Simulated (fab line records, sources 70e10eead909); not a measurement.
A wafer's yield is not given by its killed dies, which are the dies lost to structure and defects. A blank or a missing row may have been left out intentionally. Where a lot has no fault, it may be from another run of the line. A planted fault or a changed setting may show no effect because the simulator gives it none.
What tool caused it?    flow nand_harc    11 lots with 33 wafers sampled at 6 steps, on a route of 1302 steps

WHAT THE GAUGES READ, wafer by wafer
NHARC_P_GATE_CD_MEAS_59: target cd 720 nm.
lot   measured      on         cd_nm (nm)
L703  day 5 14:47   cd_sem-03  714.4 718.2 715.2
L705  day 6 10:59   cd_sem-02  720.5 720.7 722.1
L706  day 6 15:46   cd_sem-01  714.8 711.4 717.2
L708  day 7 13:53   cd_sem-01  719.3 721.9 715.1
L710  day 8 13:31   cd_sem-03  716.4 718.2 718.4
L711  day 8 21:39   cd_sem-01  716.8 715.2 717.9
L715  day 10 09:27  cd_sem-01  - - -
L723  day 13 19:49  cd_sem-01  723.9 721.2 722.5
L724  day 14 12:28  cd_sem-02  721.0 721.5 720.4
L725  day 14 16:36  cd_sem-02  719.2 717.4 719.7
L726  day 15 00:08  cd_sem-02  721.3 720.7 722.3

NHARC_END_SORT_01.
lot   measured      on         killed_at_array  killed_at_other  killed_at_periphery  killed_dies  killed_open  killed_short
L710  day 27 15:35  prober-02  28 43 34         1 1 0            2 2 2                31 46 36     3 3 0        0 1 1
L715  day 29 02:34  prober-01  47 41 50         2 1 1            628 635 626          677 677 677  5 2 1        3 2 5
L723  day 32 03:32  prober-01  56 81 87         3 2 0            3 4 6                62 87 93     2 6 2        0 4 6

EACH LOT AND THE TOOL THAT RAN IT (in order: tool; ch and the chambers of the sampled wafers; start)
lot   NHARC_P_GATE_HM_OPEN_105                       NHARC_P_GATE_ETCH_32              NHARC_P_GATE_ALD_36                NHARC_P_GATE_EXPOSE_56
L703  rie_diel-13 ch 2,3, day 5 01:50 or earlier     rie_si-03 ch 0,1, day 5 01:50     ald_sin-01 ch 1,2, day 5 02:38     krf_scanner-01 ch 0, day 5 14:37
L705  rie_diel-13 ch 0,1,3, day 5 21:53 or earlier   rie_si-05 ch 0,1,3, day 5 21:53   ald_sin-01 ch 0,1,2, day 5 22:46   krf_scanner-01 ch 0, day 6 10:49
L706  rie_diel-09 ch 1,2,3, day 6 02:47 or earlier   rie_si-01 ch 0,3, day 6 02:47     ald_sin-04 ch 0,1, day 6 04:39     krf_scanner-01 ch 0, day 6 15:37
L708  rie_diel-13 ch 1,2, day 7 00:55 or earlier     rie_si-05 ch 1,2,3, day 7 00:55   ald_sin-01 ch 0,1, day 7 02:44     krf_scanner-04 ch 0, day 7 13:44
L710  rie_diel-02 ch 0,1,3, day 8 00:23 or earlier   rie_si-05 ch 1,2,3, day 8 00:23   ald_sin-01 ch 0,1,2, day 8 01:11   krf_scanner-01 ch 0, day 8 13:22
L711  rie_diel-13 ch 0,2,3, day 8 08:29 or earlier   rie_si-05 ch 0,2,3, day 8 08:29   ald_sin-02 ch 0,1,3, day 8 09:19   krf_scanner-04 ch 0, day 8 21:30
L715  rie_diel-09 ch 1,2, day 9 20:27 or earlier     rie_si-05 ch 0,2,3, day 9 20:27   ald_sin-04 ch 1,2, day 9 21:14     krf_scanner-01 ch 0, day 10 09:17
L723  rie_diel-02 ch 0,2, day 13 06:48 or earlier    rie_si-03 ch 0,2,3, day 13 06:48  ald_sin-02 ch 2,3, day 13 07:34    krf_scanner-01 ch 0, day 13 19:40
L724  rie_diel-09 ch 0,1,2, day 13 23:34 or earlier  rie_si-03 ch 1,2,3, day 13 23:34  ald_sin-04 ch 0,1,2, day 14 03:29  krf_scanner-01 ch 0, day 14 12:19
L725  rie_diel-02 ch 0,1, day 14 03:26 or earlier    rie_si-05 ch 0,1,2, day 14 03:26  ald_sin-01 ch 2,3, day 14 04:13    krf_scanner-04 ch 0, day 14 16:26
L726  rie_diel-02 ch 0,1,2, day 14 11:20 or earlier  rie_si-03 ch 0,2,3, day 14 11:20  ald_sin-02 ch 0,1, day 14 12:06    krf_scanner-04 ch 0, day 14 23:59
- NHARC_P_GATE_HM_OPEN_105: chemistry O2/COS, target depth 360 nm.
- NHARC_P_GATE_ETCH_32: etches the open film in HBr/Cl2, target depth 150 nm, time 100.1 s.
- NHARC_P_GATE_ALD_36: deposits SiNx, target thk 20 nm, pulse time 60 s, ald cycles 223.
- NHARC_P_GATE_EXPOSE_56: exposes mask P PSD, target cd 720 nm.

AS READ BY THE TOOLS THEMSELVES (means over the sampled wafers that have a number; for cases with no such wafer, the mark the record gives instead)
NHARC_P_GATE_HM_OPEN_105.
lot   tool         chamber_pressure_mTorr (mTorr)  drypump_motor_current_A (A)  oes_product_au (a.u.)  rf_fwd_power_W (W)  rf_vpp_V (V)  showerhead_plenum_p_Torr (Torr)  throttle_valve_pct (%)
L703  rie_diel-13  20.000                          5.2                          0.998                  496.9               470.0         3.23                             28.325
L705  rie_diel-13  19.985                          5.6                          1.002                  497.8               467.6         3.17                             28.338
L706  rie_diel-09  20.001                          6.2                          0.994                  497.5               467.7         3.14                             28.342
L708  rie_diel-13  19.999                          5.5                          1.011                  498.1               469.9         3.25                             28.322
L710  rie_diel-02  19.993                          5.7                          0.987                  496.3               465.3         3.01                             28.333
L711  rie_diel-13  20.008                          5.6                          0.994                  496.7               468.9         3.17                             28.330
L715  rie_diel-09  20.014                          6.2                          0.998                  499.2               469.2         3.20                             28.335
L723  rie_diel-02  19.997                          6.5                          0.990                  497.9               466.9         3.11                             28.334
L724  rie_diel-09  20.005                          6.2                          0.993                  498.8               467.1         3.12                             28.335
L725  rie_diel-02  19.999                          6.0                          0.978                  497.7               465.0         3.01                             28.333
L726  rie_diel-02  19.990                          5.9                          0.986                  496.4               467.8         3.12                             28.340

NHARC_P_GATE_ETCH_32.
lot   tool       chamber_pressure_mTorr (mTorr)  drypump_motor_current_A (A)  mfc_cl2_sccm (sccm)  oes_product_au (a.u.)  rf_fwd_power_W (W)  throttle_valve_pct (%)
L703  rie_si-03  14.995                          5.7                          49.99                0.997                  396.7               26.404
L705  rie_si-05  14.998                          5.9                          50.03                1.012                  395.5               26.413
L706  rie_si-01  15.007                          5.8                          50.06                0.998                  397.0               26.408
L708  rie_si-05  14.998                          5.9                          49.97                1.009                  395.2               26.400
L710  rie_si-05  15.003                          5.8                          49.90                1.010                  396.9               26.405
L711  rie_si-05  14.990                          6.0                          49.98                1.009                  397.5               26.401
L715  rie_si-05  15.003                          6.0                          50.02                1.002                  396.6               26.401
L723  rie_si-03  15.000                          6.2                          50.01                1.001                  397.8               26.408
L724  rie_si-03  14.997                          6.1                          49.97                1.006                  396.0               26.411
L725  rie_si-05  15.017                          5.7                          50.10                1.002                  395.7               26.419
L726  rie_si-03  14.994                          6.2                          49.98                1.011                  395.9               26.404

NHARC_P_GATE_ALD_36.
lot   tool        heater_power_w (W)  precursor_pulse_height_rel
L703  ald_sin-01  752                 0.999
L705  ald_sin-01  754                 1.005
L706  ald_sin-04  764                 1.008
L708  ald_sin-01  783                 1.005
L710  ald_sin-01  764                 1.005
L711  ald_sin-02  783                 1.011
L715  ald_sin-04  810                 1.007
L723  ald_sin-02  845                 1.014
L724  ald_sin-04  777                 1.004
L725  ald_sin-01  774                 1.027
L726  ald_sin-02  792                 0.987

THE ANSWER, worked out from the rows above alone
Rule: what is usual is taken from the lots themselves. Put in order of their means at a reading, lots are off if they are a third of the lots or fewer, leave a main group of 4 or more, and stand apart from it by a gap of 3 or more times the standard deviation of the main group's means; of several such gaps the widest counts. The tables above print the reading to a certain number of digits; a main group whose means all agree to those digits is not used. A lot without any number at a reading at which 4 lots or more have one is off too. The other lots that the step has rows for count as sound. Order of review: gauges by route order, followed by the tools' own readings, for which a lot's mean as printed above is used. At the first step where some lot is off, the reading lying furthest off is the one used; lots without a number count as furthest.
Off at NHARC_P_GATE_CD_MEAS_59 (cd_nm): L715. Without a number there: L715. Mean 718.8 nm and standard deviation 2.5 in the main group.
If a tool, at a process step before that reading, ran all the lots that are off and no sound lot after the first of them, it fits. Those tools and the gauges at NHARC_P_GATE_CD_MEAS_59 are tried in the same way. NHARC_P_GATE_HM_OPEN_105: start missing for some lots; hours and lot order therefore follow NHARC_P_GATE_ETCH_32. Of those tried, none fits.

WHAT WAS PUT IN BY THE SIMULATOR
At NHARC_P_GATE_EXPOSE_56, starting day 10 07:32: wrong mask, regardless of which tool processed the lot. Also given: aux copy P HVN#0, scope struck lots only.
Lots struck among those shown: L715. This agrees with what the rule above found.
